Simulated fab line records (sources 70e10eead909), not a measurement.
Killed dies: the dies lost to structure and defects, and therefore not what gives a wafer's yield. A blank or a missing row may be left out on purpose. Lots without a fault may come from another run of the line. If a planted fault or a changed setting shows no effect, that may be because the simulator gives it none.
Struck lot and sound lot, side by side + flow nand-harc + 24 steps out of a route of 1302
Sound: wafers L764.1, L764.4, L764.5. The struck wafers were L768.1, L768.5, L768.6. The cause comes at the end.
For every step that has rows: the tool of each side, followed by ch and its chambers, followed by its first start. Under that, the readings that differ: sound wafers + struck wafers + difference of the means + sigmas: that difference in standard deviations of wafers without a fault.
alike: same words and numbers on both sides, and readings whose means sit less than 2 such deviations apart. not compared: any withheld reading, any reading some wafer has no value for, any bound like >300 that may hide the same value, and any number with overlapping values for which the record gives no deviation.
Wherever a step has rows on one side only, a row that says differs or no value, or a row with sigmas, the two part there. Numbers that don't overlap but have no deviation are shown without sigmas and don't part them. Lack of a reading on every wafer of one side parts them only where that side has two or more wafers.

first, 11 steps without rows for these wafers: NHARC_P_CONTACT_DEP_30 (deposits SiNx, target thk 30 nm); NHARC_P_CONTACT_DEP_00 (deposits SiO2, target thk 500 nm); NHARC_P_CONTACT_CMP_01 (polishes SiO2, target thk 200 nm); NHARC_P_CONTACT_SRD_03; NHARC_P_CONTACT_DEHYDRATE_04 (time 120 s); NHARC_P_CONTACT_HMDS_05 (time 30 s); NHARC_P_CONTACT_COAT_33 (time 75 s); NHARC_P_CONTACT_COAT_34 (time 65 s); NHARC_P_CONTACT_COAT_06 (resist thk 90 nm); NHARC_P_CONTACT_SOFTBAKE_07 (time 55 s); NHARC_P_CONTACT_EBR_08.
NHARC_P_CONTACT_EXPOSE_09: exposes mask P CA, target cd 90 nm.
  sound on arfi-scanner-03 ch 0, day 7 16:11; struck on arfi-scanner-03 ch 0, day 9 02:18
| reading              | sound             | struck            | difference | sigmas      |
|----------------------|-------------------|-------------------|------------|-------------|
| exposure-dose-mJ-cm2 | 81.30 81.14 81.11 | 58.29 58.39 58.32 | -22.85     | -99 or more |
  alike: mask, stage-vel-mm-s
then, 2 steps without rows for these wafers: NHARC_P_CONTACT_PEB_10 (peb time 65 s); NHARC_P_CONTACT_DEVELOP_11 (develop time 35 s).
NHARC_P_CONTACT_CD_MEAS_12: the cd target is 90 nm.
  sound on cd-sem-03 ch 0, day 7 16:20; struck on cd-sem-03 ch 0, day 9 02:26
| reading    | sound          | struck         | difference | sigmas |
|------------|----------------|----------------|------------|--------|
| cd-nm (nm) | 91.7 90.8 90.9 | 69.0 69.8 69.2 | -21.8      | -40    |
NHARC_P_CONTACT_DESCUM_17: chemistry O2, time 3 s.
  sound on rie-diel-12 ch 1,2, day 7 16:31; struck on rie-diel-12 ch 0,3, day 9 02:38
| reading                    | sound             | struck            | difference | sigmas |
|----------------------------|-------------------|-------------------|------------|--------|
| model.P_CONTACT.cd-nm (nm) | 91.71 91.25 90.88 | 68.65 69.71 68.29 | -22.40     |        |
  alike: drypump-motor-current-A, o2-flow-sccm, oes-product-au, rf-vpp-V, showerhead-plenum-p-Torr, throttle-valve-pct
  not compared: rf-hours-counter-h
then, 4 steps without rows for these wafers: NHARC_P_CONTACT_ETCH_35 (etches the open film in CF4, target depth 39 nm, time 65 s); NHARC_P_CONTACT_ETCH_36 (etches the open film in N2/H2, target depth 260 nm, time 406.25 s); NHARC_P_CONTACT_ETCH_18 (etches the open film in C4F8/O2/Ar, target depth 481 nm, time 240.5 s); NHARC_P_CONTACT_STRIP_37 (strips in C4F8/O2/Ar).
NHARC_P_CONTACT_ETCH_31: etches the open film in CH3F/O2, target depth 30 nm, time 85.7 s.
  sound on rie-diel-12 ch 1,2,3; struck on rie-diel-12 ch 0,1
| reading                    | sound             | struck           | difference | sigmas |
|----------------------------|-------------------|------------------|------------|--------|
| model.P_CONTACT.cd-nm (nm) | 92.91 90.33 89.95 | 67.73 68.86 67.5 | -23.03     |        |
  alike: drypump-motor-current-A, o2-flow-sccm, oes-product-au, rf-vpp-V, showerhead-plenum-p-Torr, throttle-valve-pct
  not compared: rf-hours-counter-h
NHARC_P_CONTACT_CD_MEAS_19:
  sound on cd-sem-02, day 7 17:23; struck on cd-sem-01, day 9 03:30
| reading    | sound          | struck         | difference | sigmas |
|------------|----------------|----------------|------------|--------|
| cd-nm (nm) | 93.0 90.3 90.1 | 67.7 68.8 67.6 | -23.1      | -16    |
then, 1 step without rows for these wafers: NHARC_P_CONTACT_STRIP_28 (strips in O2).
-- record jumps: 20 days between struck wafers' starts before vs after; left off in module P_CONTACT, resumes in module END, first step shown is number 1302 of the route --
NHARC_END_SORT_01:
  the record has rows for the struck wafers here (prober-01 ch 0, day 28 16:05) and none for the sound ones

## WHERE THEY PART
Earliest at NHARC_P_CONTACT_EXPOSE_09; latest, in this record, at NHARC_END_SORT_01.

WHY: the cause the simulator had injected
Process parameters drifting: arfi-scanner-03 at NHARC_P_CONTACT_EXPOSE_09, beginning at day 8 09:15. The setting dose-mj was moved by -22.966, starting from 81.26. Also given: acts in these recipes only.
